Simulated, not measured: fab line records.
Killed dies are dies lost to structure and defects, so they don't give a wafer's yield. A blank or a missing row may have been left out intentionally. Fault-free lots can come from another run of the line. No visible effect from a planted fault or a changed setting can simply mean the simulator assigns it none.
Comparing a struck lot with a sound one | flow n5Finfet | 38 out of 1938 route steps
Sound: the wafers L677.1, L677.5, L677.6. Struck: wafer L691.6; the same lot's L691.4 was not struck, so it is left out; see the end for the cause.
Per side, at each step with rows, come the tool, then ch with its chambers, and then its first start. Under that, the readings that differ: sound wafers | struck wafers | difference of the means | sigmas: that difference in standard deviations of wafers without a fault.
alike: a reading whose means differ by less than 2 such deviations, as well as words and numbers matching on both sides. not compared: withheld readings; readings where some wafer has no value; bounds like >300 that might hide an equal value; numbers whose values overlap and for which the record gives no deviation.
A row with sigmas, a row that says differs or no value, or rows on one side alone: a step with any of these is where the two part. Non-overlapping numbers with no deviation appear without sigmas and do not part them. Lack of a reading on every wafer of one side parts them only where that side has two or more wafers.

first, 9 steps without rows for these wafers: N5_MOL_CONTACT_COAG_PRE_CLEAN_142 (time 60 s); N5_MOL_CONTACT_COAG_SPUTTER_130 (material Co, target thk 47.5 nm); N5_MOL_CONTACT_COAG_PRECLEAN_125 (cleans in DIW, time 57.5 s); N5_MOL_CONTACT_COAG_SRD_126 (dry time 32 s); N5_MOL_CONTACT_COAG_CMP_23 (polishes, stops on SiO2, t overpolish 1.5 s, target thk 0 nm); N5_MOL_CONTACT_COAG_WET_ETCH_26 (target Co, target depth 13 nm); N5_MOL_CONTACT_COAG_WET_ETCH_116 (etches the open film in SC1-inhibited, target depth 4.6 nm, rinse time 30 s); N5_MOL_CONTACT_COAG_ALD_27 (deposits SiOC, target thk 17 nm, pulse time 1.5 s, time 2720 s); N5_MOL_CONTACT_COAG_CMP_28 (polishes, stops on SiNx, t overpolish 0.85 s, target thk 14.522 nm).
N5_MOL_CONTACT_COAG_ALD_123: deposits SiNx, target thk 5 nm, pulse time 1 s, purge time 2 s.
  sound on aldSin-04 ch 0,2,3, day 6 19:58; struck on aldSin-04 ch 2, day 10 07:08
reading                                           | sound       | struck | difference | sigmas
aldCycles                                         | 100 100 100 | 112    | +12        | 
model.SiNx_of_MOL_CONTACT_COAG_ALD_123.thkNm (nm) | 5 5 5       | 5.6    | +0.6       | 
  alike: heaterPowerW, precursorPulseHeightRel
then, 26 steps without rows for these wafers: N5_MOL_CONTACT_COAG_PECVD_31 (deposits SiO2 from TEOS/O2, target thk 46 nm, time 8.9 s); N5_MOL_CONTACT_COAG_COAT_75 (time 60 s, resist thk 60 nm); N5_MOL_CONTACT_COAG_COAT_76 (time 60 s, resist thk 10 nm); N5_MOL_CONTACT_COAG_COAT_77 (time 60 s, resist thk 10 nm); N5_MOL_CONTACT_COAG_COAT_78 (resist thk 40 nm); N5_MOL_CONTACT_COAG_EBR_80; N5_MOL_CONTACT_COAG_SOFTBAKE_79 (time 60 s); N5_MOL_CONTACT_COAG_EXPOSE_81 (exposes mask VG, defocus 0 nm); N5_MOL_CONTACT_COAG_PEB_82 (peb time 60 s); N5_MOL_CONTACT_COAG_DEVELOP_83 (develop time 30 s); N5_MOL_CONTACT_COAG_DESCUM_88 (chemistry O2, time 7 s); N5_MOL_CONTACT_COAG_ETCH_89 (etches underlayer in N2/H2, target depth 13 nm, time 10.4 s); N5_MOL_CONTACT_COAG_ETCH_90 (etches SiARC in CF4, target depth 13 nm, time 21.7 s); N5_MOL_CONTACT_COAG_ALD_131 (deposits SiO2, target thk 5 nm, pulse time 1 s, co reactant pulse time 1 s); N5_MOL_CONTACT_COAG_ETCHBACK_132 (etches SiO2 in CHF3, target depth 10 nm, time 6.7 s); N5_MOL_CONTACT_COAG_ETCH_91 (etches SOC in N2/H2, target depth 60 nm, overetch 21 nm, time 101.2 s); N5_MOL_CONTACT_COAG_STRIP_92 (strips in N2/H2); N5_MOL_CONTACT_COAG_STRIP_93 (strips in N2/H2); N5_MOL_CONTACT_COAG_ETCHBACK_135 (etches SiO2 in CHF3, target depth 25 nm, time 16.7 s); N5_MOL_CONTACT_COAG_STRIP_118 (strips in CHF3); N5_MOL_CONTACT_COAG_VIA_ETCH_46 (etches SiO2 in C4F6/O2, target depth 46 nm, overetch 9.2 nm, time 40 s); N5_MOL_CONTACT_COAG_STRIP_96 (strips in N2/H2); N5_MOL_CONTACT_COAG_ETCH_47 (etches SiNx in CH3F/O2, stops on W, target depth 27 nm); N5_MOL_CONTACT_COAG_STRIP_119 (strips in N2/H2, time 30 s); N5_MOL_CONTACT_COAG_PRECLEAN_144 (cleans in alkaline clean, time 60 s); N5_MOL_CONTACT_COAG_SRD_145 (time 30 s).
N5_MOL_CONTACT_COAG_ETCH_124: etches SiNx in CH3F/O2, stops on SiOC, target depth 6.5 nm.
  sound on rieDiel-05 ch 1,2,3, day 6 22:53; struck on rieDiel-05 ch 3, day 10 10:10
reading                 | sound             | struck | difference | sigmas
model.etch.depthNm (nm) | 5.002 5.026 5.005 | 5.579  | +0.568     | 
  alike: CH3F_flow_sccm, drypumpMotorCurrentA, oes_ar_750_au, oesProductAu, rfVppV, showerheadPlenumPTorr, throttleValvePct
  not compared: rfHoursCounterH
-- a jump in the record: the struck wafers' starts before and after are 5 days apart (it breaks off in module MOL_CONTACT_COAG and resumes in module BEOL_M4, where the first step shown is number 1111 of the route) --
N5_BEOL_M4_RC_MEAS_101:
  sound on prober-01 ch 0, day 10 14:47; struck on prober-02 ch 0, day 15 11:30
  alike: DIBL_N, DIBL_P, IOFF_N, IOFF_P, ION_N, ION_P, SS_N, SS_P, VT_N, VT_P

## WHERE THEY PART
Nowhere in this record.

WHY: whatever the simulator had introduced
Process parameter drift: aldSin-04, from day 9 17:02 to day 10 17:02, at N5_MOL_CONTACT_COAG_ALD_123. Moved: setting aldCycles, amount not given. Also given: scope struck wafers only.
